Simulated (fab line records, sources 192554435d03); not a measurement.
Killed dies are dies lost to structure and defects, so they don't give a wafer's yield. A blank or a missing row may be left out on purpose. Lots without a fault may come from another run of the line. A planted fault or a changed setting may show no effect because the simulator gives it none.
Chamber matching | flow n5_finfet | N5_BEOL_M14_DEP_53 on pecvd-03: 3 sister chambers
The step deposits SiCN from 3MS/NH3, target thk 50 nm, time 17.8 s. 14 wafers are shown with their chamber, then 7 later ones without.

WAFERS WITH THEIR CHAMBER
wafer  | chamber | throttle_valve_pct (%) | showerhead_plenum_p_Torr (Torr)
L075.1 | 1       | 18.9                   | 4.140
L075.2 | 0       | 17.7                   | 4.180
L075.3 | 2       | 15.8                   | 4.140
L081.3 | 1       | 18.8                   | 4.140
L081.4 | 0       | 17.5                   | 4.193
L081.5 | 1       | 18.8                   | 4.146
L086.1 | 1       | 19.0                   | 4.131
L086.2 | 2       | 16.2                   | 4.152
L086.4 | 2       | 16.0                   | 4.149
L092.2 | 0       | 17.9                   | 4.194
L092.4 | 0       | 17.6                   | 4.193
L092.6 | 2       | 15.8                   | 4.160
L091.1 | 1       | 19.0                   | 4.144
L091.4 | 0       | 17.5                   | 4.186

SIGNATURES (means of the wafers above)
reading                  | chamber 0 | chamber 1 | chamber 2 | scatter within a chamber
throttle_valve_pct       | 17.640    | 18.900    | 15.950    | 0.154
showerhead_plenum_p_Torr | 4.18920   | 4.14020   | 4.15025   | 0.00664
Rule: a wafer's distance from a chamber is the root of the sum, over the readings, of the square of ((its reading less the chamber's mean) divided by the reading's scatter). The wafer belongs to the nearest chamber; if the next one is less than 2 further off, it can't be placed. The scatter: the root of (the sum of the squares of (reading less its chamber's mean) over the shown wafers, divided by (wafers less chambers)).

WAFERS WITHOUT THEIR CHAMBER
wafer  | throttle_valve_pct (%) | showerhead_plenum_p_Torr (Torr)
L091.5 | 18.5                   | 4.132
L097.1 | 16.0                   | 4.154
L097.2 | 19.1                   | 4.146
L097.3 | 18.1                   | 4.192
L096.1 | 16.2                   | 4.151
L096.4 | 18.6                   | 4.138
L096.6 | 16.0                   | 4.151

WHICH CHAMBER EACH WENT THROUGH
wafer  | from the rows above | in truth
L091.5 | 1                   | 1
L097.1 | 2                   | 2
L097.2 | 1                   | 1
L097.3 | 0                   | 0
L096.1 | 2                   | 2
L096.4 | 1                   | 1
L096.6 | 2                   | 2
Placed correctly: 7 of 7. Can't be placed from these rows: 0. Placed wrongly: 0.
